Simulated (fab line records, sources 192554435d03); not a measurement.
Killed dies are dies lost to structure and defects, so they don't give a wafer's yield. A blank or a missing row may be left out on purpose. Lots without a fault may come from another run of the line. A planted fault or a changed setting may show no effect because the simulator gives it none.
A struck lot beside a sound one | flow n5_finfet | 40 steps out of a route of 1938
Sound: wafers L484.1, L484.4, L484.6. Struck: wafers L473.3, L473.4. (L473.5 of the same lot was not struck and is left out.) The cause comes at the end.
At each step with rows: each side's tool, then ch and its chambers, then its first start. Under that, the readings that differ: sound wafers | struck wafers | difference of the means | sigmas: that difference in standard deviations of wafers without a fault.
alike: readings whose means differ by less than 2 such deviations, and words and numbers that are the same on both sides. not compared: withheld readings, readings that some wafer has no value for, bounds like >300 that may hide the same value, and numbers for which the record gives no deviation and whose values overlap.
The two part at a step that has a row with sigmas, a row that says differs or no value, or rows on one side only. Numbers that don't overlap but have no deviation are shown without sigmas and don't part them. A reading that every wafer of one side lacks parts them only if that side has two wafers or more.

first, 11 steps without rows for these wafers: N5_BEOL_M1_ANNEAL_89 (time 240 s); N5_BEOL_M1_SPUTTER_90 (material Cu, target thk 4.5 nm, time 8.29 s); N5_BEOL_M1_ANNEAL_91 (time 240 s); N5_BEOL_M1_SPUTTER_92 (material Cu, target thk 4.5 nm, time 8.29 s); N5_BEOL_M1_ANNEAL_93 (time 240 s); N5_BEOL_M1_SPUTTER_94 (material Cu, target thk 4.5 nm, time 8.29 s); N5_BEOL_M1_ANNEAL_95 (time 240 s); N5_BEOL_M1_SPUTTER_96 (material Cu, target thk 4.5 nm, time 8.29 s); N5_BEOL_M1_ECD_50 (material Cu, target thk 300 nm); N5_BEOL_M1_ANNEAL_51 (time 90 s); N5_BEOL_M1_CMP_52 (polishes, stops on SiOC, t overpolish 6.8 s, target thk 40 nm).
N5_BEOL_M1_PRE_CLEAN_60: time 15 s.
  sound on cvd_co-02 ch 0,1,2, day 12 04:36; struck on cvd_co-01 ch 0, day 9 09:25
  alike: heater_power_w
then, 3 steps without rows for these wafers: N5_BEOL_M1_CO_CAP_55 (material Co, precursor CCTBA/H2, target thk 2 nm, time 102.1 s); N5_BEOL_M1_PRE_CLEAN_56 (time 15 s); N5_BEOL_M1_DEP_57 (deposits SiCN from 3MS/NH3, target thk 8 nm, time 14 s).
N5_BEOL_M1_INSPECT_59: inspects for defects (darkfield).
  sound on defect_inspect-01, day 12 04:51; struck on defect_inspect-01, day 9 09:42
  reading          | sound     | struck  | difference | sigmas
  raw_defect_count | 106 87 79 | 453 379 | +325       | +15
then, 12 steps without rows for these wafers: N5_BEOL_M2_ILD_DEP_00 (deposits SiOC from DEMS/O2, target thk 79 nm, time 15.3 s); N5_BEOL_M2_PECVD_72 (deposits SiO2 from TEOS/O2, target thk 16 nm, time 18 s); N5_BEOL_M2_HM_DEP_02 (deposits TiN, target thk 20 nm); N5_BEOL_M2_COAT_61 (time 60 s, resist thk 60 nm); N5_BEOL_M2_COAT_62 (time 60 s, resist thk 12 nm); N5_BEOL_M2_COAT_73 (time 60 s, resist thk 5 nm); N5_BEOL_M2_COAT_05 (resist thk 30 nm); N5_BEOL_M2_EBR_07; N5_BEOL_M2_SOFTBAKE_06 (time 60 s); N5_BEOL_M2_EXPOSE_08 (exposes mask M2); N5_BEOL_M2_PEB_09 (peb time 60 s); N5_BEOL_M2_DEVELOP_10 (develop time 30 s).
N5_BEOL_M2_INSPECT_13: inspects for defects (brightfield).
  sound on defect_inspect-01, day 12 05:44; struck on defect_inspect-02, day 9 11:46
  reading          | sound       | struck  | difference | sigmas
  raw_defect_count | 579 488 405 | 741 636 | +198       | +2
then, 8 steps without rows for these wafers: N5_BEOL_M2_DESCUM_16 (chemistry O2, time 7 s); N5_BEOL_M2_ETCH_74 (etches underlayer in N2/H2, target depth 6.5 nm, time 5.2 s); N5_BEOL_M2_ETCH_63 (etches SiARC in CF4, target depth 15.6 nm, time 26 s); N5_BEOL_M2_ETCH_64 (etches SOC in N2/H2, target depth 75 nm, overetch 22.5 nm, time 121.9 s); N5_BEOL_M2_STRIP_65 (strips in N2/H2); N5_BEOL_M2_STRIP_75 (strips in N2/H2); N5_BEOL_M2_STRIP_66 (strips in CF4); N5_BEOL_M2_HM_OPEN_17 (chemistry Cl2/BCl3, target TiN, target depth 20 nm, overetch 6 nm).
N5_BEOL_M2_INSPECT_30: inspects for defects (brightfield).
  sound on defect_inspect-01, day 12 06:43; struck on defect_inspect-01, day 9 12:46
  reading          | sound       | struck  | difference | sigmas
  raw_defect_count | 605 482 374 | 780 666 | +236       | +3
N5_BEOL_M4_RC_MEAS_101:
  sound on prober-02 ch 0, day 15 01:38; struck on prober-01 ch 0, day 11 05:59
  alike: DIBL_N, DIBL_P, IOFF_N, IOFF_P, ION_N, ION_P, SS_N, SS_P, VT_N, VT_P
-- the record jumps here: 4 days lie between the struck wafers' starts before and after (it left off in module BEOL_M4 and takes up again in module PASSIVATION, whose first step shown is number 1936 of the route) --
N5_PASSIVATION_PROBE_49:
  the record has rows for the struck wafers here (prober-02, day 15 10:46) and none for the sound ones

WHERE THEY PART
First at N5_BEOL_M1_INSPECT_59; last, within this record, at N5_PASSIVATION_PROBE_49.

WHY: what the simulator had put in
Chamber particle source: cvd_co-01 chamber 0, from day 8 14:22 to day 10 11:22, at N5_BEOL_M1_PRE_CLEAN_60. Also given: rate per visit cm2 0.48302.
